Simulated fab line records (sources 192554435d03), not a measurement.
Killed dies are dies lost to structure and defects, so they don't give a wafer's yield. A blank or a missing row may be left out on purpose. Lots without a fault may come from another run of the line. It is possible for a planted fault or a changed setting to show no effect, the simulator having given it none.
Split-lot study || flow n5 finfet || 21 wafers read across 7 lots, on a route 1938 steps long

== THE SPLIT ITSELF ==
At N5_BEOL_M5_ETCH_68 (etches SOC in N2/H2, target depth 80 nm, overetch 16 nm, time 120 s), the setting bias w was moved away from the recipe's 150 W on 9 of the 21 wafers read, by +9.1% to +17.5%. This setting was run at the recipe's value on the other wafers.

The reading is taken at the split's own step.

== THE READING ==
rf vpp V, in V, at N5_BEOL_M5_ETCH_68 (etches SOC in N2/H2, target depth 80 nm, overetch 16 nm, time 120 s). On this fab line, fault-free wafers typically give 523.7 V with a standard deviation of 2.4 V.

{"wafer": "L074.1", "tool, chamber at the split": "rie diel-03, 0", "bias w as run, W": 176.2, "against the recipe": "+17.5%", "rf vpp V, V": 581.4, "against lot-mates on the recipe": "no lot-mate on the recipe"}
{"wafer": "L074.4", "tool, chamber at the split": "rie diel-03, 1", "bias w as run, W": 176.2, "against the recipe": "+17.5%", "rf vpp V, V": 582.6, "against lot-mates on the recipe": "no lot-mate on the recipe"}
{"wafer": "L074.6", "tool, chamber at the split": "rie diel-03, 2", "bias w as run, W": 176.2, "against the recipe": "+17.5%", "rf vpp V, V": 578.6, "against lot-mates on the recipe": "no lot-mate on the recipe"}
{"wafer": "L078.1", "tool, chamber at the split": "rie diel-06, 2", "bias w as run, W": 163.7, "against the recipe": "+9.1%", "rf vpp V, V": 551.3, "against lot-mates on the recipe": "+26.0"}
{"wafer": "L078.2", "tool, chamber at the split": "rie diel-06, 3", "bias w as run, W": 163.7, "against the recipe": "+9.1%", "rf vpp V, V": 549.2, "against lot-mates on the recipe": "+23.9"}
{"wafer": "L078.5", "tool, chamber at the split": "rie diel-06, 1", "bias w as run, W": 150, "against the recipe": "recipe", "rf vpp V, V": 525.3, "against lot-mates on the recipe": "-"}
{"wafer": "L081.1", "tool, chamber at the split": "rie diel-03, 2", "bias w as run, W": 168.8, "against the recipe": "+12.5%", "rf vpp V, V": 562.7, "against lot-mates on the recipe": "+36.5"}
{"wafer": "L081.4", "tool, chamber at the split": "rie diel-03, 1", "bias w as run, W": 150, "against the recipe": "recipe", "rf vpp V, V": 526.2, "against lot-mates on the recipe": "-"}
{"wafer": "L081.6", "tool, chamber at the split": "rie diel-03, 2", "bias w as run, W": 168.8, "against the recipe": "+12.5%", "rf vpp V, V": 562.9, "against lot-mates on the recipe": "+36.7"}
{"wafer": "L084.2", "tool, chamber at the split": "rie diel-03, 2", "bias w as run, W": 150, "against the recipe": "recipe", "rf vpp V, V": 520.0, "against lot-mates on the recipe": "-"}
{"wafer": "L084.3", "tool, chamber at the split": "rie diel-03, 3", "bias w as run, W": 150, "against the recipe": "recipe", "rf vpp V, V": 525.1, "against lot-mates on the recipe": "-"}
{"wafer": "L084.6", "tool, chamber at the split": "rie diel-03, 2", "bias w as run, W": 150, "against the recipe": "recipe", "rf vpp V, V": 521.2, "against lot-mates on the recipe": "-"}
{"wafer": "L083.1", "tool, chamber at the split": "rie diel-06, 1", "bias w as run, W": 150, "against the recipe": "recipe", "rf vpp V, V": 524.1, "against lot-mates on the recipe": "-"}
{"wafer": "L083.2", "tool, chamber at the split": "rie diel-06, 2", "bias w as run, W": 150, "against the recipe": "recipe", "rf vpp V, V": 522.8, "against lot-mates on the recipe": "-"}
{"wafer": "L083.4", "tool, chamber at the split": "rie diel-06, 0", "bias w as run, W": 150, "against the recipe": "recipe", "rf vpp V, V": 522.5, "against lot-mates on the recipe": "-"}
{"wafer": "L093.3", "tool, chamber at the split": "rie diel-04, 1", "bias w as run, W": 150, "against the recipe": "recipe", "rf vpp V, V": 526.6, "against lot-mates on the recipe": "-"}
{"wafer": "L093.4", "tool, chamber at the split": "rie diel-04, 3", "bias w as run, W": 150, "against the recipe": "recipe", "rf vpp V, V": 524.9, "against lot-mates on the recipe": "-"}
{"wafer": "L093.6", "tool, chamber at the split": "rie diel-04, 2", "bias w as run, W": 150, "against the recipe": "recipe", "rf vpp V, V": 526.2, "against lot-mates on the recipe": "-"}
{"wafer": "L094.1", "tool, chamber at the split": "rie diel-06, 3", "bias w as run, W": 150, "against the recipe": "recipe", "rf vpp V, V": 518.3, "against lot-mates on the recipe": "-"}
{"wafer": "L094.5", "tool, chamber at the split": "rie diel-06, 0", "bias w as run, W": 169.2, "against the recipe": "+12.8%", "rf vpp V, V": 564.9, "against lot-mates on the recipe": "+46.6"}
{"wafer": "L094.6", "tool, chamber at the split": "rie diel-06, 1", "bias w as run, W": 169.2, "against the recipe": "+12.8%", "rf vpp V, V": 565.8, "against lot-mates on the recipe": "+47.5"}

FIT RESULTS
A straight line over all 21 wafers: rf vpp V changes by +3.23 V for each +1% of bias w; r = +0.99; the points scatter about the line by 2.4 V.
The same after taking each lot's own level away (the mean of its wafers on the recipe; 18 wafers): +3.21 V for each +1%; r = +0.99; scatter 3.1 V.
That fit puts the effect of the largest move of bias w on the reading at 56 V.
Measured against the standard deviation above, the lots' own levels, which go from 518.30 to 526.20 V, span 3.3 times it.
The two slopes agree, so the slope changes little with the lot-to-lot level.
Check: +39.3 V against its lot-mates is what the line predicts for one of the wafers moved furthest among these (+12.8%) when that wafer is left out of the fit. It came out at +46.6 V against them.
Tool readings at the split's step, against how far the setting was moved: rf vpp V r = +0.99.

== OTHER SPLITS APPLIED TO THESE WAFERS ==
Before the reading, these wafers also passed through other splits. Each is held against what the fit with the lots' levels taken away leaves over:
{"other split on the same wafers": "N5_BEOL_M2_DESCUM_33 time s", "wafers away from the commonest value": 4, "r with rf vpp V (lot level and that fit taken away)": -0.05}
{"other split on the same wafers": "N5_BEOL_M3_COAT_68 spin rpm", "wafers away from the commonest value": 6, "r with rf vpp V (lot level and that fit taken away)": "+0.18"}
{"other split on the same wafers": "N5_BEOL_M3_COAT_22 spin rpm", "wafers away from the commonest value": 6, "r with rf vpp V (lot level and that fit taken away)": "+0.19"}
{"other split on the same wafers": "N5_BEOL_M4_DESCUM_16 time s", "wafers away from the commonest value": 7, "r with rf vpp V (lot level and that fit taken away)": -0.20}
{"other split on the same wafers": "N5_BEOL_M4_COAT_67 spin rpm", "wafers away from the commonest value": 8, "r with rf vpp V (lot level and that fit taken away)": "+0.06"}

== THE FILE'S OWN FIT ==
rf vpp V changes by +3.18 V for each +1% of bias w, r = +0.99.
